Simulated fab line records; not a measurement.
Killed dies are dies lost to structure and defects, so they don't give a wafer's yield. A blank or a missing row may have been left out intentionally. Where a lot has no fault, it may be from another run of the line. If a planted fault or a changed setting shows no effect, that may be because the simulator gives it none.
Matching of chambers	flow n5Finfet	N5_BEOL_M8_ETCH_72 on rieDiel-02: 4 sister chambers
The step etches underlayer in N2/H2, target depth 6.5 nm, time 5.2 s. 8 wafers are shown with their chamber, then 9 later ones without.

## WAFERS WITH THEIR CHAMBER
wafer	chamber	showerheadPlenumPTorr (Torr)	throttleValvePct (%)
L080.6	3	2.64	17.87
L085.1	0	2.53	18.08
L085.6	1	2.47	17.92
L083.3	3	2.64	17.86
L083.4	0	2.52	18.09
L087.3	2	2.48	18.19
L087.4	1	2.47	17.97
L087.5	2	2.48	18.19

## WAFERS WHOSE CHAMBER IS MISSING
wafer	showerheadPlenumPTorr (Torr)	throttleValvePct (%)
L089.2	2.52	18.14
L089.3	2.48	18.22
L089.5	2.48	18.18
L090.3	2.47	17.95
L090.4	2.63	17.88
L090.5	2.63	17.91
L092.1	2.47	18.22
L092.2	2.52	18.13
L092.3	2.63	17.90

## WHICH CHAMBER EACH ONE RAN IN
wafer	from the rows above	in truth
L089.2	0	0
L089.3	2	2
L089.5	2	2
L090.3	1	1
L090.4	3	3
L090.5	3	3
L092.1	2	2
L092.2	0	0
L092.3	3	3
Placed correctly: 9 of 9. Can't be placed from these rows: 0. Wrongly placed: 0.
How it was worked out, from the rows above alone: a wafer's distance from a chamber is the root of the sum, over the readings, of the square of ((its reading less the chamber's mean) divided by the reading's scatter). The wafer belongs to the nearest chamber; if the next one is less than 2 further off, it can't be placed. Each chamber's mean is taken over the wafers shown for it. The scatter is the square root of a quotient: the sum, over the shown wafers, of each reading's squared deviation from its chamber's mean, divided by wafers minus chambers.
